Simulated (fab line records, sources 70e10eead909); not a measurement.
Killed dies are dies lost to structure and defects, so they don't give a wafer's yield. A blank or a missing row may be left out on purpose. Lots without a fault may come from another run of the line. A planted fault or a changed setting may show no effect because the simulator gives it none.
Problem report in the 8D (eight disciplines) form, filled by code | flow nand_harc | the parts of the form that need people (team, actions taken, sign-off) are left out

1. THE PROBLEM
killed_at_periphery at NHARC_END_SORT_01 reads a mean of 327 on 6 wafers of 2 lots; wafers without a fault read 5 with a standard deviation of 3.4. That is +95 standard deviations from the usual mean.
First seen on wafer L637.2, day 33 04:06, on prober-01. The record holds 9 wafers of 3 lots with a number at this step. Rule for "out", or "out of limits": more than 4 standard deviations from the usual mean. The other wafers with a number count as sound.

2. WHAT IT IS AND WHAT IT IS NOT
question                    | is                                                     | is not
which readings at this step | killed_at_periphery, defect_limited_yield, killed_dies | killed_at_array, killed_at_other, killed_short
which lots                  | L637, L639                                             | L631
which wafers of those lots  | all that have a number                                 | -
read on which gauges        | prober-01                                              | -
when                        | from day 33 04:06                                      | up to then (3 sound wafers)

3. SUSPECTS, AND WHAT RULES EACH OUT
Counting: a tool at a process step up to the reading stays a suspect if it ran every lot that is out and no sound lot after the first of them.
- the gauge at NHARC_END_SORT_01: kept. All the wafers that are out were read on prober-01, and no step on other tools shows them out.
- cmp-03 at NHARC_P_BONDPAD_CMP_32 (polishes SiCN, target thk 200 nm): kept. It ran every lot that is out, first L637 (day 15 05:23), and no sound lot after that; its last sound lot up to then is L631 (day 12 19:50).
- pecvd-01 at NHARC_THIN_TSV_DEP_47 (deposits SiO2, target thk 200 nm): kept. It ran every lot that is out, first L637 (day 32 14:19), and no sound lot after that.
Left after counting: cmp-03 at NHARC_P_BONDPAD_CMP_32, pecvd-01 at NHARC_THIN_TSV_DEP_47, prober-01 at NHARC_END_SORT_01.

4. THE CAUSE (what the simulator had put in)
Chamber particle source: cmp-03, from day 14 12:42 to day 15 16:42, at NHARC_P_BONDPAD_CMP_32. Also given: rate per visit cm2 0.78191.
Counting left 3 suspects, and this tool is among them.

5. THE CHAIN OF EFFECTS, in route order
Each row: a reading whose mean over the struck wafers that have a number lies more than 3 standard deviations from the usual. Only readings for which the record gives a usual standard deviation are gone through. hours: the time from each lot's start at the first step in this table that gives one to its start at this step, as a median over the lots. sigmas: the change in usual standard deviations.
hours | step              | reading              | usual | on struck wafers | change | sigmas
0     | NHARC_END_SORT_01 | defect_limited_yield | 91 %  | 43               | -48    | -15
0     | NHARC_END_SORT_01 | killed_at_periphery  | 5     | 327              | +322   | +95
0     | NHARC_END_SORT_01 | killed_dies          | 64    | 386              | +322   | +15

6. WHAT WOULD HAVE CAUGHT IT SOONER
In this record the first reading out of limits at a measuring or inspecting step was taken at day 33 04:06, 447 hours after the fault began at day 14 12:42.
Of the tool readings at NHARC_P_BONDPAD_CMP_32 for which the record gives a usual standard deviation, none was out on any struck wafer, so an alarm limit of 4 standard deviations on them would not have fired.
All the lots that are out (2) had begun NHARC_P_BONDPAD_CMP_32 on cmp-03 by day 33 04:06. A hold on the tool at that time would have spared none of them.
